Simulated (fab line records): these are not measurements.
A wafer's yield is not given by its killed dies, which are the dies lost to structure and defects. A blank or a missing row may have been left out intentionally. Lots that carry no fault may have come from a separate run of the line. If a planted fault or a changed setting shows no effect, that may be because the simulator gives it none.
Which tool did it? / flow nand harc / 14 lots with 42 wafers sampled at 4 steps, on a route of 1302 steps

## WHAT THE GAUGES SHOWED, per wafer
NHARC_A_ZERO_WELL_INSPECT_17. Usual: 10 for raw defect count, sd 5.1.
lot=L175; measured=day 6 22:44; on=defect inspect-02; raw defect count=12 9 19; flag=
lot=L177; measured=day 7 12:11; on=defect inspect-02; raw defect count=4 1 5; flag=
lot=L181; measured=day 9 08:26; on=defect inspect-02; raw defect count=4 2 5; flag=
lot=L184; measured=day 10 13:08; on=defect inspect-01; raw defect count=10 3 10; flag=
lot=L185; measured=day 11 02:02; on=defect inspect-01; raw defect count=5 5 3; flag=
lot=L188; measured=day 12 05:13; on=defect inspect-01; raw defect count=10 8 12; flag=
lot=L190; measured=day 12 22:32; on=defect inspect-02; raw defect count=15 10 8; flag=
lot=L191; measured=day 13 18:41; on=defect inspect-02; raw defect count=21 11 3; flag=
lot=L192; measured=day 13 21:22; on=defect inspect-02; raw defect count=8 10 15; flag=
lot=L193; measured=day 14 07:03; on=defect inspect-01; raw defect count=11 17 10; flag=
lot=L194; measured=day 14 19:01; on=defect inspect-02; raw defect count=16 15 19; flag=
lot=L195; measured=day 15 12:32; on=defect inspect-02; raw defect count=13 11 18; flag=
lot=L196; measured=day 16 00:41; on=defect inspect-02; raw defect count=12 8 9; flag=
lot=L197; measured=day 16 02:59; on=defect inspect-02; raw defect count=4 6 10; flag=

NHARC_A_ONON_D1_THK_MEAS_05: measures by ellipsometry. Usual: 1001 nm for thk nm, sd 9.9.
lot=L175; measured=day 7 20:16; on=film metro-02; thk nm (nm)=994 994 993; flag=
lot=L177; measured=day 8 10:54; on=film metro-02; thk nm (nm)=994 992 992; flag=
lot=L181; measured=day 10 07:35; on=film metro-01; thk nm (nm)=1014 1014 1013; flag=
lot=L184; measured=day 11 13:22; on=film metro-01; thk nm (nm)=1096 1096 1095; flag=OFF
lot=L185; measured=day 11 22:35; on=film metro-02; thk nm (nm)=1093 1091 1091; flag=OFF
lot=L188; measured=day 13 03:51; on=film metro-02; thk nm (nm)=1000 1002 1001; flag=
lot=L190; measured=day 13 20:34; on=film metro-02; thk nm (nm)=1024 1026 1025; flag=
lot=L191; measured=day 14 17:13; on=film metro-01; thk nm (nm)=981 984 984; flag=
lot=L192; measured=day 14 17:11; on=film metro-02; thk nm (nm)=993 993 995; flag=
lot=L193; measured=day 15 04:59; on=film metro-01; thk nm (nm)=1012 1013 1011; flag=
lot=L194; measured=day 15 15:59; on=film metro-01; thk nm (nm)=1005 1005 1007; flag=
lot=L195; measured=day 16 10:01; on=film metro-01; thk nm (nm)=999 1003 1003; flag=
lot=L196; measured=day 16 22:11; on=film metro-01; thk nm (nm)=1005 1005 1003; flag=
lot=L197; measured=day 16 22:10; on=film metro-01; thk nm (nm)=1002 1003 1004; flag=

NHARC_END_SORT_01. Usual: killed at array 56, standard deviation 19; killed at other 1.0, standard deviation 1.3; killed at periphery 3.8, standard deviation 2.2; killed dies 61, standard deviation 19; killed open 3.1, standard deviation 1.9; killed short 2.3, standard deviation 1.5.
lot=L184; measured=day 28 00:18; on=prober-02; killed at array=674 671 674; killed at other=0 0 0; killed at periphery=3 6 3; killed dies=677 677 677; killed open=1 1 1; killed short=0 1 2; flag=OFF
lot=L185; measured=day 28 01:10; on=prober-01; killed at array=670 669 672; killed at other=2 2 2; killed at periphery=5 6 3; killed dies=677 677 677; killed open=3 3 2; killed short=2 1 2; flag=OFF

## WHICH TOOL RAN EACH LOT (tool, then ch and the chambers of the sampled wafers, then the start)
lot=L175; NHARC_A_ONON_D1_DEP_03=pecvd onon-04 ch 0, day 7 19:44
lot=L177; NHARC_A_ONON_D1_DEP_03=pecvd onon-04 ch 0, day 8 10:23
lot=L181; NHARC_A_ONON_D1_DEP_03=pecvd onon-02 ch 0, day 10 07:08
lot=L184; NHARC_A_ONON_D1_DEP_03=pecvd onon-04 ch 0, day 11 12:52
lot=L185; NHARC_A_ONON_D1_DEP_03=pecvd onon-04 ch 0, day 11 22:08
lot=L188; NHARC_A_ONON_D1_DEP_03=pecvd onon-03 ch 0, day 13 03:24
lot=L190; NHARC_A_ONON_D1_DEP_03=pecvd onon-03 ch 0, day 13 20:10
lot=L191; NHARC_A_ONON_D1_DEP_03=pecvd onon-03 ch 0, day 14 16:44
lot=L192; NHARC_A_ONON_D1_DEP_03=pecvd onon-02 ch 0, day 14 16:40
lot=L193; NHARC_A_ONON_D1_DEP_03=pecvd onon-02 ch 0, day 15 04:35
lot=L194; NHARC_A_ONON_D1_DEP_03=pecvd onon-04 ch 0, day 15 15:31
lot=L195; NHARC_A_ONON_D1_DEP_03=pecvd onon-04 ch 0, day 16 09:41
lot=L196; NHARC_A_ONON_D1_DEP_03=pecvd onon-02 ch 0, day 16 21:44
lot=L197; NHARC_A_ONON_D1_DEP_03=pecvd onon-04 ch 0, day 16 21:40
- NHARC_A_ONON_D1_DEP_03: target thk 1000 nm.

## WHAT THE TOOLS THEMSELVES READ (means of the sampled wafers that have a number; where no wafer has one, the mark that the record gives instead)
The record holds no such reading with a usual standard deviation.

## THE ANSWER, worked out from the rows above alone
Rule: a lot is off if the mean of its wafers that have a number lies more than 3 standard deviations from the usual mean. Also off: a lot with no number at a reading for which 4 or more lots have one. Where the step has rows for the other lots, those lots are counted as sound. After the gauges, taken in route order, come the tools' own readings; for these a lot's mean is taken, as printed above. The first step at which some lot is off is used, and at that step the reading that is off furthest; a lot without a number counts as furthest.
Off: L184, L185 (NHARC_A_ONON_D1_THK_MEAS_05, thk nm).
A tool fits if, at a process step before that reading, it ran every lot that is off, and no sound lot after the first of them. The gauges at NHARC_A_ONON_D1_THK_MEAS_05 aren't tried: what is off there is off at NHARC_END_SORT_01 too, on other tools, and a gauge's error can't cause that. Of those tried, none fits.

## WHAT THE SIMULATOR HAD INSERTED
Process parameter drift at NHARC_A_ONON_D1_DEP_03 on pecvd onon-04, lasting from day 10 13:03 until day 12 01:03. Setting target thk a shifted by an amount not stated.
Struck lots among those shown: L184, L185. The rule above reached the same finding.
